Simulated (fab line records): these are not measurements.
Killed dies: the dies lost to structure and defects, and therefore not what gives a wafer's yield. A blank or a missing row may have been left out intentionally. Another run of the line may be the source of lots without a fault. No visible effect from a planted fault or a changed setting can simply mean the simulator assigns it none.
Matching of chambers | flow n5 finfet | N5_HKMG_FIN_ALD_91 on ald metal-01 has 4 sister chambers
The step deposits TiN, target thk 1 nm, pulse time 1 s, purge time 3 s. 8 wafers are shown with their chamber, then 9 later ones without.

WAFERS PAIRED WITH THEIR CHAMBERS
wafer  | chamber | heater power w (W) | chamber pressure Torr (Torr)
L088.1 | 3       | 836                | 3.001
L088.4 | 1       | 879                | 2.991
L090.5 | 3       | 825                | 3.007
L092.4 | 0       | 846                | 2.996
L092.5 | 0       | 844                | 2.996
L094.2 | 2       | 983                | 3.010
L094.4 | 1       | 876                | 3.001
L094.5 | 2       | 996                | 3.011

WAFERS WITHOUT THEIR CHAMBER
wafer  | heater power w (W) | chamber pressure Torr (Torr)
L095.1 | 1016               | 2.993
L095.3 | 837                | 3.017
L095.6 | 1001               | 2.995
L096.2 | 984                | 2.999
L096.4 | 825                | 2.988
L096.6 | 824                | 2.998
L097.1 | 999                | 3.000
L097.2 | 828                | 3.007
L097.5 | 1005               | 2.998

EACH ONE'S CHAMBER
wafer  | from the rows above     | in truth
L095.1 | 2                       | 2
L095.3 | can't be placed: 3 or 0 | 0
L095.6 | 2                       | 2
L096.2 | 2                       | 2
L096.4 | can't be placed: 0 or 3 | 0
L096.6 | can't be placed: 3 or 0 | 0
L097.1 | 2                       | 2
L097.2 | 3                       | 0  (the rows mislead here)
L097.5 | 2                       | 2
5 of 9 placed correctly. Not placeable from these rows: 3 (in 3, the candidates include the true chamber). Wrongly placed: 1.
How it was worked out, from the rows above alone: a wafer's distance from a chamber is the root of the sum, over the readings, of the square of ((its reading less the chamber's mean) divided by the reading's scatter). The wafer belongs to the nearest chamber; if the next one is less than 2 further off, it can't be placed. The mean given for a chamber averages the wafers shown for that chamber. The scatter: the root of (the sum of the squares of (reading less its chamber's mean) over the shown wafers, divided by (wafers less chambers)).
